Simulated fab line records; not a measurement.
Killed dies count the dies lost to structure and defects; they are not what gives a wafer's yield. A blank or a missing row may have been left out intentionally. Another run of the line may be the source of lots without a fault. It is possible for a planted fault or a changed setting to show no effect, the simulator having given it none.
Matching of chambers ; flow n5Finfet ; N5_GATE_CUT_DESCUM_18 on rieDiel-04 has 4 sister chambers
The step chemistry O2, time 7 s. 4 wafers are shown with their chamber, then 12 later ones without.

EACH WAFER AND ITS CHAMBER
wafer;chamber;throttleValvePct (%)
L088.3;0;21.05
L090.1;3;20.31
L090.5;1;20.24
L090.6;2;20.91

WAFERS WITH NO CHAMBER GIVEN
wafer;throttleValvePct (%)
L093.3;20.31
L093.4;20.24
L093.5;20.32
L094.4;20.31
L094.5;20.91
L094.6;20.24
L095.1;20.32
L095.5;20.32
L095.6;20.90
L097.1;20.66
L097.4;20.31
L097.5;20.34

WHICH CHAMBER EACH ONE RAN IN
wafer;from the rows above;in truth
L093.3;can't be placed: 3 or 1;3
L093.4;can't be placed: 1 or 3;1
L093.5;can't be placed: 3 or 1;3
L094.4;can't be placed: 3 or 1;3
L094.5;can't be placed: 2 or 0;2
L094.6;can't be placed: 1 or 3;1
L095.1;can't be placed: 3 or 1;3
L095.5;can't be placed: 3 or 1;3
L095.6;can't be placed: 2 or 0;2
L097.1;can't be placed: 2 or 3 or 0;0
L097.4;can't be placed: 3 or 1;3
L097.5;can't be placed: 3 or 1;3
Correct placement for 0 of the 12. Unplaceable from these rows: 12, with the true chamber sitting among the candidates in 12. Wrongly placed: 0.
How it was worked out, from the rows above alone: a wafer's distance from a chamber is the root of the sum, over the readings, of the square of ((its reading less the chamber's mean) divided by the reading's scatter). The wafer belongs to the nearest chamber; if the next one is less than 2 further off, it can't be placed. For every chamber, the mean is computed from those of its wafers that are shown. The scatter: with one shown wafer a chamber, the root of the mean of the squares of how far each hidden wafer lies from its nearest shown one.
